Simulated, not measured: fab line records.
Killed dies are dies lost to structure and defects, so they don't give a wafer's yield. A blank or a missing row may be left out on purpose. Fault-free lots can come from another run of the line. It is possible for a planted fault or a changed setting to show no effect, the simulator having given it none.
fab line records	flow n5_finfet
record: lots: 9	wafers: 27	last_day: 18
route steps=1938 shown SD_EPI_P@314 BEOL_M4@1096 BEOL_M5@1113 PASSIVATION@1936
lots that met no fault: from a run of the same line without faults
start_h: the number of hours between the record's first day and the start of the first shown wafer of the lot	wait_h: how many hours have passed since the lot's step before this one	" as in the row above	L1.1+2: one row covering several wafers at once	- no value present, or no start provided	* or withheld: withheld	< > ~ a bound
route shown NAME@n: a module of which the file shows steps, and the number in the route of the first	usual: mean and standard deviation over wafers with no fault	same: alike in all rows	chamber/n: place in a boat	sites: readings site by site	_std_site: their standard deviation	_edge_site: inner sites' mean taken away from outer sites' mean	radius_mm: how far each site lies from the wafer's centre	mask NAME#n: copy n	behind: the tool/chamber that last shaped the wafer	hold: what put the lot on hold/how long, in hours/how the hold closed	device: whichever transistor did not switch (one of n, p or np)	end of line: tests of these same wafers at the route's end	a step given without rows: its recipe and nothing more	killed: dies lost to structure and defects at the first sort, not the wafer's yield	map: a wafer's dies, x killed, . not, _ none there
set.NAME: the run value of the setting; set.NAME@STEP: its run value at that earlier step	model.NAME: the simulator's own value behind a step, which no gauge read
the route's steps for a sample of lots (tables are steps, rows are wafers)
services: when a tool's chamber went out of use (start_h, in hours from the record's first day, below 0 if earlier), for how many hours, and the reason
== steps ==
step: N5_SD_EPI_P_SD_RECESS_17
recipe: chemistry: HBr/Cl2/O2	target_depth_a: 391	bt_time_s: 3	pressure_mtorr: 10	icp_w: 800	bias_w: 112	HBr_flow_sccm: 150	Cl2_flow_sccm: 80	O2_flow_sccm: 12
usual: HBr_flow_sccm: 150.0/0.42	drypump_motor_current_A: 5.8/0.35	oes_o_777_au: 0.989/0.021	oes_product_au: 0.994/0.014	throttle_valve_pct: 37.11/0.27
lot.wafer	tool	chamber	start_h	wait_h	HBr_flow_sccm	drypump_motor_current_A	oes_o_777_au	oes_product_au	rf_hours_counter_h	throttle_valve_pct
L724.2	rie_si-02	0	60.62	0.0	149.9	6.1	0.969	0.986	154	36.92
L724.3	"	2	"	"	150.2	5.5	0.989	1.010	165	36.68
L724.5	"	0	"	"	150.1	6.1	0.961	0.984	-	36.92
L725.1	rie_si-02	0	66.83	0.0	149.9	6.1	0.966	0.980	154	36.91
L725.2	"	1	"	"	150.1	5.9	0.994	0.972	124	37.11
L725.5	"	2	"	"	150.3	5.5	1.005	1.008	-	36.68
L726.1	rie_si-02	3	73.00	0.0	151.0	6.0	0.979	1.001	84	37.43
L726.2	"	1	"	"	149.7	5.9	0.989	0.973	124	37.11
L726.5	"	1	"	"	150.1	5.9	1.001	0.984	-	37.11
L730.2	rie_si-02	3	97.97	0.0	149.8	6.0	0.975	1.008	84	37.45
L730.5	"	0	"	"	150.6	6.1	0.971	0.980	-	36.92
L730.6	"	1	"	"	150.3	5.9	0.990	0.988	-	37.11
L732.1	rie_si-05	1	111.05	0.0	150.4	5.7	1.020	1.022	92	37.22
L732.3	"	3	"	"	150.1	6.2	0.976	0.983	153	37.00
L732.4	"	0	"	"	149.7	5.6	0.971	0.986	5	37.08
L736.1	rie_si-02	2	133.85	0.0	150.2	5.6	0.990	0.994	166	36.68
L736.4	"	0	"	"	149.5	6.1	0.966	0.976	155	36.93
L736.5	"	3	"	"	150.9	6.0	0.976	1.000	-	37.44
L740.1	rie_si-02	3	158.59	0.0	149.3	6.0	0.979	1.002	85	37.44
L740.5	"	3	"	"	150.0	6.0	0.974	1.001	-	37.44
L740.6	"	0	"	"	150.3	6.1	0.960	0.979	-	36.92
L741.4	rie_si-02	3	161.63	0.0	150.2	6.0	0.971	0.996	85	37.46
L741.5	"	2	"	"	149.4	5.6	0.992	0.994	-	36.68
L741.6	"	1	"	"	150.1	5.9	0.992	0.970	-	37.11
L746.4	rie_si-04	1	195.61	0.1	149.7	5.4	0.977	0.976	-	36.94
L746.5	"	2	"	"	150.2	5.5	1.029	1.000	-	37.64
L746.6	"	0	"	"	149.6	5.0	1.011	0.997	-	37.03
step: N5_BEOL_M4_SPUTTER_92
recipe: material: Cu	target_thk_a: 45	temp_c: -20	chamber_pressure_pa: 0.07	power_w: withheld	time_s: 8.29
usual: chuck_gas_flow_sccm: 1.26/0.056	throttle_valve_pct: 30.2/1
lot.wafer	tool	chamber	start_h	wait_h	chuck_gas_flow_sccm	throttle_valve_pct
L724.2	pvd_sputter-01	-	183.89	0.1	1.38	30.6
L724.3	"	-	"	"	1.31	31.1
L724.5	"	-	"	"	1.36	29.7
L725.1	pvd_sputter-02	-	198.69	0.1	1.28	29.8
L725.2	"	-	"	"	1.17	31.6
L725.5	"	-	"	"	1.22	31.5
L726.1	pvd_sputter-03	-	198.85	0.1	1.26	29.7
L726.2	"	-	"	"	1.27	30.8
L726.5	"	-	"	"	1.20	32.0
L730.2	pvd_sputter-01	-	215.25	0.1	1.24	29.6
L730.5	"	-	"	"	1.27	29.9
L730.6	"	-	"	"	1.25	30.9
L732.1	pvd_sputter-02	-	231.88	0.1	1.32	27.8
L732.3	"	-	"	"	1.37	31.4
L732.4	"	-	"	"	1.30	30.1
L736.1	pvd_sputter-03	-	262.35	0.1	1.26	29.6
L736.4	"	-	"	"	1.35	29.1
L736.5	"	-	"	"	1.23	29.1
L741.4	pvd_sputter-02	-	279.50	0.1	1.32	29.2
L741.5	"	-	"	"	1.36	29.9
L741.6	"	-	"	"	1.28	31.6
L740.1	pvd_sputter-01	-	279.67	0.1	1.36	30.9
L740.5	"	-	"	"	1.24	30.8
L740.6	"	-	"	"	1.24	30.0
L746.4	pvd_sputter-02	-	311.33	0.1	1.25	29.7
L746.5	"	-	"	"	1.24	31.4
L746.6	"	-	"	"	1.33	29.5
step: N5_BEOL_M4_CMP_52
recipe: stop_on: SiOC	t_overpolish_s: 6.8	down_force_psi: 1	platen_rpm: 50	clearing_platen_down_force_psi: 1.5	clearing_platen_rpm: 50	post_cmp_clean: cu_alkaline	target_thk_nm: 40	clearing_platen_pad_velocity_m_s: 0.99484	pad_velocity_m_s: 0.99484
usual: barrier_field_endpoint_s: 25.0/0.62	motor_current_A: 6.4/0.76	overpolish_run_s: 6.800/0.009	time_to_endpoint_s: 62.8/2.9
same: t_overpolish_s: 6.8
lot.wafer	tool	chamber	start_h	wait_h	barrier_field_endpoint_s	motor_current_A	overpolish_run_s	time_to_endpoint_s
L724.3	cmp-03	1	185.08	0.4	25.0	6.8	6.795	63.8
L724.2	"	3	"	"	24.4	6.7	6.813	61.7
L724.5	"	1	"	"	24.8	6.6	6.799	63.1
L725.2	cmp-03	0	199.67	0.2	25.2	5.6	6.828	63.8
L725.1	"	1	"	"	24.5	6.3	6.802	61.6
L725.5	"	0	"	"	26.2	5.3	6.796	69.8
L726.1	cmp-02	1	199.79	0.3	23.9	6.9	6.794	58.1
L726.2	"	0	"	"	25.5	6.0	6.799	65.2
L726.5	"	1	"	"	24.7	7.2	6.789	57.1
L730.2	cmp-02	0	216.31	0.3	25.4	6.0	6.804	66.7
L730.6	"	2	"	"	25.4	6.6	6.791	63.7
L730.5	"	3	"	"	24.8	6.9	6.804	64.9
L732.1	cmp-04	0	233.70	0.3	24.2	5.7	6.802	60.4
L732.3	"	1	"	"	25.0	6.2	6.808	66.7
L732.4	"	2	"	"	25.0	5.2	6.808	63.7
L736.1	cmp-04	1	263.28	0.3	25.6	6.0	6.800	65.0
L736.4	"	0	"	"	25.8	5.8	6.819	60.6
L736.5	"	1	"	"	26.2	6.2	6.802	66.0
L741.4	cmp-04	3	280.59	0.2	24.5	7.4	6.793	60.6
L741.5	"	1	"	"	24.8	6.5	6.793	63.5
L741.6	"	2	"	"	25.4	5.2	6.804	68.4
L740.1	cmp-04	0	281.07	0.5	23.6	5.6	6.792	56.5
L740.5	"	3	"	"	25.3	7.8	6.811	64.1
L740.6	"	0	"	"	24.2	5.6	6.779	58.3
L746.4	cmp-03	3	312.30	0.2	25.3	7.0	6.793	60.1
L746.5	"	2	"	"	25.2	6.5	6.807	62.1
L746.6	"	3	"	"	24.5	7.2	6.810	58.0
step: N5_BEOL_M4_RC_MEAS_101
usual: CJ_P: 5.80/0.23	DIBL_N: 36.3/1.8	DIBL_P: 36.5/2.1	IOFF_N: 0.16/0.031	IOFF_P: 0.22/0.038	ION_N: 677/12	ION_P: 466/7.8	REXT_P: 100.4/2.4	SS_N: 71.5/0.61	SS_P: 73.2/0.7	VT_N: 249/3	VT_P: -248.9/3
lot.wafer	tool	chamber	start_h	wait_h	CJ_P	DIBL_N[mV/V]	DIBL_P[mV/V]	IOFF_N[nA/um]	IOFF_P[nA/um]	ION_N[uA/um]	ION_P[uA/um]	REXT_P[ohm.um]	SS_N[mV/dec]	SS_P[mV/dec]	VT_N[mV]	VT_P[mV]
L724.2	prober-02	0	185.80	0.2	5.81	32.9	32.6	0.10	0.14	663	462	100.7	70.6	72.1	254	-253.9
L724.3	"	0	"	"	5.73	38.3	39.2	0.17	0.22	668	453	100.9	72.1	73.9	249	-248.2
L724.5	"	0	"	"	5.90	37.4	38.4	0.18	0.21	686	469	101.1	71.9	72.8	249	-249.4
L725.1	prober-02	0	200.24	0.0	5.77	38.2	38.6	0.20	0.24	693	464	98.7	72.0	73.6	247	-246.9
L725.2	"	0	"	"	6.01	36.2	36.3	0.17	0.20	688	462	99.9	71.4	72.0	250	-250.2
L725.5	"	0	"	"	5.77	39.2	38.9	0.22	0.27	691	466	98.9	72.4	73.8	244	-246.2
L726.1	prober-02	0	201.17	0.8	6.07	35.9	36.8	0.15	0.20	667	456	100.1	72.2	73.3	250	-249.2
L726.2	"	0	"	"	5.62	36.7	37.7	0.17	0.22	664	459	102.9	72.4	73.4	252	-251.5
L726.5	"	0	"	"	5.75	36.4	37.2	0.16	0.20	687	463	101.0	71.9	73.5	248	-251.7
L730.2	prober-02	0	217.02	0.2	6.19	35.5	37.0	0.17	0.27	689	478	102.3	71.1	73.5	246	-243.1
L730.5	"	0	"	"	5.68	34.6	35.8	0.15	0.24	687	480	103.4	71.0	72.2	249	-246.4
L730.6	"	0	"	"	6.06	39.3	42.0	0.28	0.38	708	488	103.1	72.2	73.6	238	-240.6
L732.1	prober-02	0	234.31	0.0	5.88	34.3	34.6	0.14	0.21	661	460	102.4	71.6	73.9	251	-247.7
L732.3	"	0	"	"	5.76	34.2	35.0	0.15	0.21	677	472	103.0	71.1	73.3	250	-246.4
L732.4	"	0	"	"	6.12	34.7	35.8	0.14	0.21	662	460	101.6	72.2	73.0	252	-247.3
L736.1	prober-01	0	263.90	0.0	5.29	37.1	35.6	0.15	0.21	672	465	97.9	72.3	73.7	253	-248.6
L736.4	"	0	"	"	5.28	38.7	37.7	0.19	0.25	687	471	98.3	72.5	73.8	250	-247.8
L736.5	"	0	"	"	5.47	38.9	38.3	0.18	0.27	679	467	97.0	72.9	73.5	250	-247.4
L741.4	prober-02	0	281.58	0.5	3.55	34.9	33.2	0.15	0.15	681	422	110.8	71.1	72.4	247	-256.6
L741.5	"	0	"	"	5.76	37.3	38.4	0.20	0.25	686	470	103.5	71.6	73.8	247	-248.2
L741.6	"	0	"	"	3.68	34.2	32.4	0.14	0.13	664	415	111.1	71.3	71.8	251	-261.2
L740.1	prober-01	0	281.64	0.0	5.89	35.2	34.0	0.14	0.20	668	466	100.5	71.4	72.5	251	-248.6
L740.5	"	0	"	"	5.81	35.4	34.4	0.14	0.20	670	470	100.8	70.9	72.0	250	-248.9
L740.6	"	0	"	"	3.58	36.0	33.2	0.16	0.16	685	430	109.5	71.8	72.1	248	-254.8
L746.4	prober-01	0	313.39	0.5	5.56	34.1	35.5	0.14	0.20	680	469	103.5	71.8	72.6	250	-250.0
L746.5	"	0	"	"	5.77	34.1	34.8	0.14	0.19	661	457	103.4	71.4	72.4	249	-249.1
L746.6	"	0	"	"	6.07	38.3	40.8	0.23	0.31	698	477	101.1	71.7	73.5	245	-246.5
step: N5_BEOL_M5_CURE_79
recipe: temp_c: 385	time_s: 240	ambient: He/Ar	material: SiCOH_lowk
usual: lamp_power_pct: 52.31/0.053	wafer_temp_C_max: 387.0/0.8
lot.wafer	tool	chamber	start_h	wait_h	lamp_power_pct	wafer_temp_C_max
L724.2	uv_cure-01	0	186.75	0.1	52.37	388.3
L724.3	"	0	"	"	52.34	388.0
L724.5	"	0	"	"	52.38	388.7
L725.1	uv_cure-02	0	201.26	0.0	52.21	385.9
L725.2	"	0	"	"	52.22	386.3
L725.5	"	0	"	"	52.33	385.8
L726.1	uv_cure-01	0	202.19	0.0	52.29	388.7
L726.2	"	0	"	"	52.28	388.1
L726.5	"	0	"	"	52.24	387.8
L730.2	uv_cure-01	1	217.97	0.1	52.32	386.5
L730.5	"	1	"	"	52.23	386.8
L730.6	"	1	"	"	52.31	386.4
L732.1	uv_cure-03	2	235.33	0.0	52.36	387.0
L732.3	"	2	"	"	52.31	386.9
L732.4	"	2	"	"	52.39	386.1
L736.1	uv_cure-02	0	264.93	0.0	52.28	386.1
L736.4	"	0	"	"	52.30	386.5
L736.5	"	0	"	"	52.39	386.0
L741.4	uv_cure-01	1	282.38	0.3	52.30	386.4
L741.5	"	1	"	"	52.34	386.8
L741.6	"	1	"	"	52.32	386.5
L740.1	uv_cure-03	2	282.82	0.2	52.36	386.1
L740.5	"	2	"	"	52.39	386.5
L740.6	"	2	"	"	52.33	385.8
L746.4	uv_cure-03	0	314.20	0.3	52.23	388.0
L746.5	"	0	"	"	52.29	386.8
L746.6	"	0	"	"	52.35	387.4
step: N5_PASSIVATION_PROBE_49
usual: defect_limited_yield: 91.2/1.5	killed_at_M0_to_M3: 33/9.6	killed_at_M4_up: 14/5.6	killed_at_contacts: 14/5.5	killed_at_front_end: 40/13	killed_at_other: 4/3	killed_dies: 104/17	killed_open: 68/13	killed_short: 33/7.2	sort_bin_4_leakage: 0.00/0.014	sort_bin_5_function: 5.2/0.95	sort_bin_6_memory: 3.3/0.62	sort_bin_8_speed: 0.00/0.012	sort_n_pass: 1076/17	sort_yield_pct: 91.2/1.5
same: gross_dies: 1180	killed_at_back_side: 0
lot.wafer	tool	chamber	start_h	wait_h	defect_limited_yield[%]	killed_at_M0_to_M3	killed_at_M4_up	killed_at_contacts	killed_at_front_end	killed_at_other	killed_dies	killed_open	killed_short	sort_bin_4_leakage[%]	sort_bin_5_function[%]	sort_bin_6_memory[%]	sort_bin_8_speed[%]	sort_n_pass	sort_yield_pct[%]
L724.2	prober-02	-	299.19	0.1	93.0	24	10	20	23	6	83	58	20	0	4.0	2.8	0	1097	93.0
L724.3	prober-02	-	299.24	0.1	93.3	27	17	10	23	2	79	55	21	0	4.3	1.9	0	1101	93.3
L724.5	prober-02	-	299.34	0.2	93.0	29	8	15	29	2	83	54	29	0	4.3	2.4	0	1097	93.0
L725.1	prober-02	-	312.44	0.0	90.9	30	30	8	36	3	107	75	27	0	5.3	3.5	0	1073	90.9
L725.2	prober-02	-	312.49	0.1	94.0	14	11	10	34	2	71	42	23	0	3.6	1.9	0	1109	94.0
L725.5	prober-02	-	312.64	0.2	91.0	23	31	22	27	3	106	69	36	0	5.1	3.4	0	1074	91.0
L726.1	prober-02	-	315.63	0.0	91.0	43	9	9	39	6	106	70	36	0	5.3	3.5	0	1074	91.0
L726.2	prober-02	-	315.68	0.1	91.8	27	15	13	34	8	97	68	29	0	5.1	2.7	0	1083	91.8
L726.5	prober-02	-	315.83	0.2	91.4	33	10	15	34	10	102	66	36	0	5.3	3.1	0	1078	91.4
L732.1	prober-02	-	347.15	0.2	90.6	28	21	16	41	5	111	77	31	0	5.8	3.2	0	1069	90.6
L732.3	prober-02	-	347.25	0.3	89.3	40	20	12	48	6	126	86	39	0	6.7	3.8	0	1054	89.3
L732.4	prober-02	-	347.30	0.4	92.6	28	14	14	30	1	87	56	28	0	4.4	2.7	0	1093	92.6
L736.1	prober-01	-	372.57	0.0	90.7	36	8	11	47	8	110	68	36	0	5.6	3.1	0	1070	90.7
L736.4	prober-01	-	372.72	0.2	91.0	19	11	13	54	9	106	62	38	0	5.3	3.3	0	1074	91.0
L736.5	prober-01	-	372.77	0.2	90.7	24	9	13	50	14	110	69	31	0	5.3	3.5	0	1070	90.7
L741.4	prober-01	-	393.99	0.2	90.1	38	16	13	50	0	117	68	46	0	6.3	3.3	63.81	310	26.3
L741.5	prober-01	-	394.04	0.2	89.2	63	12	12	37	3	127	86	40	0	6.3	4.1	0	1053	89.2
L741.6	prober-01	-	394.09	0.3	91.0	37	7	21	41	0	106	63	37	0	5.6	2.7	90.68	4	0.3
L740.1	prober-02	-	397.74	0.0	87.9	34	25	9	68	7	143	99	42	0	7.6	4.1	0	1037	87.9
L740.5	prober-02	-	397.94	0.2	88.7	34	25	7	61	6	133	80	49	0	6.4	3.8	0	1047	88.7
L740.6	prober-02	-	397.99	0.3	90.8	43	13	7	45	1	109	74	32	0	5.3	3.3	56.02	410	34.7
killed by level:class
L724.2 MOL_CONTACT_COAG:geometric_particle:open=13 BEOL_M3:geometric_particle:open=10 STI_FIN_REVEAL:geometric_particle:open=7 MOL_CONTACT_COAG:geometric_particle:short=5 BEOL_M0_SAQP:geometric_particle:open=4 BEOL_M4:geometric_particle:open=3 SPACER0:geometric_particle:open=3 GATE_CUT:geometric_particle:short=3
L724.3 BEOL_M0_SAQP:geometric_particle:open=8 BEOL_M3:geometric_particle:open=7 MOL_CONTACT_COAG:geometric_particle:open=7 BEOL_M4:geometric_particle:open=6 BEOL_M1:geometric_particle:open=4 STI_FIN_REVEAL:geometric_particle:open=3 DUMMY_GATE:geometric_particle:short=3 SDB:geometric_particle:short=3
L724.5 MOL_CONTACT_COAG:geometric_particle:open=12 BEOL_M0_SAQP:geometric_particle:open=9 DUMMY_GATE:geometric_particle:open=8 BEOL_M2:geometric_particle:open=6 BEOL_M0_SAQP:geometric_particle:short=6 BEOL_M8:geometric_particle:open=4 FIN_SAQP:geometric_particle:open=3 DUMMY_GATE:geometric_particle:short=3
L725.1 BEOL_M4:geometric_particle:open=15 FIN_SAQP:geometric_particle:open=11 BEOL_M2:geometric_particle:open=11 FIN_SAQP:geometric_particle:short=8 BEOL_M3:geometric_particle:open=6 MOL_CONTACT_COAG:geometric_particle:open=5 BEOL_M5:geometric_particle:open=5 STI_FIN_REVEAL:geometric_particle:open=3
L725.2 FIN_SAQP:geometric_particle:open=8 BEOL_M4:geometric_particle:open=8 MOL_CONTACT_COAG:geometric_particle:open=7 HKMG_FIN:area_etch=5 STI_FIN_REVEAL:geometric_particle:open=4 BEOL_M0_SAQP:geometric_particle:short=4 FIN_SAQP:geometric_particle:short=3 DUMMY_GATE:geometric_particle:short=3
L725.5 MOL_CONTACT_COAG:geometric_particle:open=19 BEOL_M4:geometric_particle:open=15 FIN_SAQP:geometric_particle:open=8 BEOL_M0_SAQP:geometric_particle:short=8 GATE_CUT:geometric_particle:short=5 BEOL_M2:geometric_particle:open=5 BEOL_M5:geometric_particle:open=5 BEOL_M0_SAQP:geometric_particle:open=4
L726.1 FIN_SAQP:geometric_particle:open=12 BEOL_M2:geometric_particle:open=11 FIN_SAQP:geometric_particle:short=7 MOL_CONTACT_COAG:geometric_particle:open=7 BEOL_M3:geometric_particle:open=7 DUMMY_GATE:geometric_particle:open=6 BEOL_M0_SAQP:geometric_particle:open=6 BEOL_M0:geometric_particle:open=4
L726.2 MOL_CONTACT_COAG:geometric_particle:open=12 BEOL_M4:geometric_particle:open=10 FIN_SAQP:geometric_particle:short=9 FIN_SAQP:geometric_particle:open=7 DUMMY_GATE:geometric_particle:open=7 BEOL_M3:geometric_particle:open=7 STI_FIN_REVEAL:geometric_particle:open=5 BEOL_M3:geometric_particle:short=5
L726.5 BEOL_M0_SAQP:geometric_particle:open=12 FIN_SAQP:geometric_particle:short=11 FIN_SAQP:geometric_particle:open=10 MOL_CONTACT_COAG:geometric_particle:open=10 BEOL_M0_SAQP:geometric_particle:short=7 PASS1_CAP:geometric_particle:open=7 MOL_CONTACT_COAG:geometric_particle:short=5 BEOL_M3:geometric_particle:open=5
L732.1 MOL_CONTACT_COAG:geometric_particle:open=13 STI_FIN_REVEAL:geometric_particle:open=11 FIN_SAQP:geometric_particle:open=8 BEOL_M4:geometric_particle:open=8 BEOL_M0_SAQP:geometric_particle:open=7 BEOL_M3:geometric_particle:open=6 FIN_SAQP:geometric_particle:short=5 GATE_CUT:geometric_particle:short=5
L732.3 BEOL_M3:geometric_particle:open=15 STI_FIN_REVEAL:geometric_particle:open=13 MOL_CONTACT_COAG:geometric_particle:open=10 FIN_SAQP:geometric_particle:open=9 FIN_SAQP:geometric_particle:short=6 BEOL_M0_SAQP:geometric_particle:open=6 BEOL_M2:geometric_particle:open=6 BEOL_M4:geometric_particle:open=6
L732.4 MOL_CONTACT_COAG:geometric_particle:open=10 FIN_SAQP:geometric_particle:open=9 FIN_SAQP:geometric_particle:short=8 BEOL_M3:geometric_particle:open=8 BEOL_M0_SAQP:geometric_particle:short=8 STI_FIN_REVEAL:geometric_particle:open=4 MOL_CONTACT_COAG:geometric_particle:short=4 BEOL_M0_SAQP:geometric_particle:open=4
L736.1 FIN_SAQP:geometric_particle:open=13 BEOL_M0_SAQP:geometric_particle:open=13 FIN_SAQP:geometric_particle:short=10 STI_FIN_REVEAL:geometric_particle:open=9 BEOL_M0_SAQP:geometric_particle:short=9 MOL_CONTACT_COAG:geometric_particle:open=8 BEOL_M2:geometric_particle:open=6 PASS1_DEP:geometric_particle:open=4
L736.4 STI_FIN_REVEAL:geometric_particle:open=11 FIN_SAQP:geometric_particle:open=10 MOL_CONTACT_COAG:geometric_particle:open=9 FIN_SAQP:geometric_particle:short=6 ILD0:geometric_particle:short=6 GATE_CUT:geometric_particle:open=6 BEOL_M2:geometric_particle:open=6 BEOL_M0_SAQP:geometric_particle:open=4
L736.5 STI_FIN_REVEAL:geometric_particle:open=18 MOL_CONTACT_COAG:geometric_particle:open=13 FIN_SAQP:geometric_particle:short=8 FIN_SAQP:geometric_particle:open=6 BEOL_M3:geometric_particle:open=6 STARTING-WAFER:geometric_particle:short=5 BEOL_M2:geometric_particle:open=4 PASS1_CAP:geometric_particle:short=4
L741.4 BEOL_M0_SAQP:geometric_particle:short=12 STI_FIN_REVEAL:geometric_particle:open=11 MOL_CONTACT_COAG:geometric_particle:open=11 FIN_SAQP:geometric_particle:short=8 BEOL_M4:geometric_particle:open=8 BEOL_M2:geometric_particle:open=6 GATE_CUT:geometric_particle:short=5 GATE_CUT:geometric_particle:open=5
L741.5 BEOL_M0_SAQP:geometric_particle:open=22 BEOL_M0_SAQP:geometric_particle:short=17 BEOL_M2:geometric_particle:open=13 MOL_CONTACT_COAG:geometric_particle:open=10 FIN_SAQP:geometric_particle:short=8 BEOL_M4:geometric_particle:open=7 STI_FIN_REVEAL:geometric_particle:open=6 DUMMY_GATE:geometric_particle:open=6
L741.6 MOL_CONTACT_COAG:geometric_particle:open=17 BEOL_M0_SAQP:geometric_particle:short=12 BEOL_M0_SAQP:geometric_particle:open=9 BEOL_M2:geometric_particle:open=6 STI_FIN_REVEAL:geometric_particle:open=6 GATE_CUT:geometric_particle:short=6 DUMMY_GATE:geometric_particle:open=5 HKMG_FIN:area_etch=5
L740.1 STI_FIN_REVEAL:geometric_particle:open=18 FIN_SAQP:geometric_particle:open=15 BEOL_M4:geometric_particle:open=12 BEOL_M2:geometric_particle:open=11 FIN_SAQP:geometric_particle:short=8 DUMMY_GATE:geometric_particle:open=8 BEOL_M0_SAQP:geometric_particle:open=8 GATE_CUT:geometric_particle:open=7
L740.5 FIN_SAQP:geometric_particle:open=24 FIN_SAQP:geometric_particle:short=16 BEOL_M4:geometric_particle:open=12 BEOL_M0_SAQP:geometric_particle:short=8 BEOL_M1:geometric_particle:open=6 BEOL_M2:geometric_particle:open=6 BEOL_M4:geometric_particle:short=5 BEOL_M0_SAQP:geometric_particle:open=5
L740.6 FIN_SAQP:geometric_particle:open=13 BEOL_M0_SAQP:geometric_particle:short=12 BEOL_M4:geometric_particle:open=10 BEOL_M0_SAQP:geometric_particle:open=9 STI_FIN_REVEAL:geometric_particle:open=7 BEOL_M2:geometric_particle:open=7 MOL_CONTACT_COAG:geometric_particle:open=6 FIN_SAQP:geometric_particle:short=5
== services ==
tool	chamber	start_h	hours	kind
cmp-03	-	40.15	2.3	repair
cmp-02	-	57.62	0.4	repair
pvd_sputter-03	-	61.71	3.1	repair
uv_cure-02	-	67.73	0.4	repair
cmp-03	-	74.08	5.6	pm
cmp-04	-	86.56	0.5	repair
cmp-04	-	92.34	4.0	pm
uv_cure-01	-	100.80	2.1	pm
uv_cure-03	-	101.35	2.7	repair
cmp-03	-	109.62	1.0	repair
uv_cure-01	-	123.95	1.8	repair
pvd_sputter-02	-	146.19	7.4	repair
uv_cure-01	-	156.36	0.8	repair
cmp-04	-	159.07	7.2	repair
cmp-04	-	175.55	10.8	pm
cmp-04	-	194.07	0.7	repair
cmp-04	-	208.17	5.1	repair
cmp-03	-	211.73	4.0	pm
uv_cure-03	-	226.46	5.7	repair
rie_si-02	3	290.74	2.9	repair
uv_cure-03	-	291.28	22.2	pm
cmp-03	-	292.90	0.4	repair
rie_si-02	3	305.01	3.4	repair
pvd_sputter-02	-	305.59	2.2	repair
== key ==
first_sign: step: N5_BEOL_M4_RC_MEAS_101	reading: CJ_P	direction: down	sigmas: 9.8	usual: 5.80	struck: 3.60
effect: step: N5_BEOL_M4_RC_MEAS_101	reading: ION_P	direction: down	sigmas: 5.7	usual: 466	struck: 422
effect: step: N5_BEOL_M4_RC_MEAS_101	reading: REXT_P	direction: up	sigmas: 4.2	usual: 100.4	struck: 110.5
effect: step: N5_BEOL_M4_RC_MEAS_101	reading: VT_P	direction: down	sigmas: 2.9	usual: -248.9	struck: -257.5
effect: step: N5_PASSIVATION_PROBE_49	reading: sort_bin_8_speed	direction: up	sigmas: 99+	usual: 0.00	struck: 70.17
met_at N5_SD_EPI_P_SD_RECESS_17
struck_lots L740,L741
struck_wafers L740.6,L741.4,L741.6
not_acting_at N5_BEOL_M4_SPUTTER_92,N5_BEOL_M4_CMP_52,N5_BEOL_M5_CURE_79
onset_between 133.85 158.59
fault: kind: process_parameter_drift	tool: rie_si-02	chamber: -	onset_h: 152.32	steps: N5_SD_EPI_P_SD_RECESS_17	channel: target_depth_a	offset: -86.632	shape: step	end_h: 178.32	scope: struck_wafers_only	acts_in: these_recipes_only	stated: 391
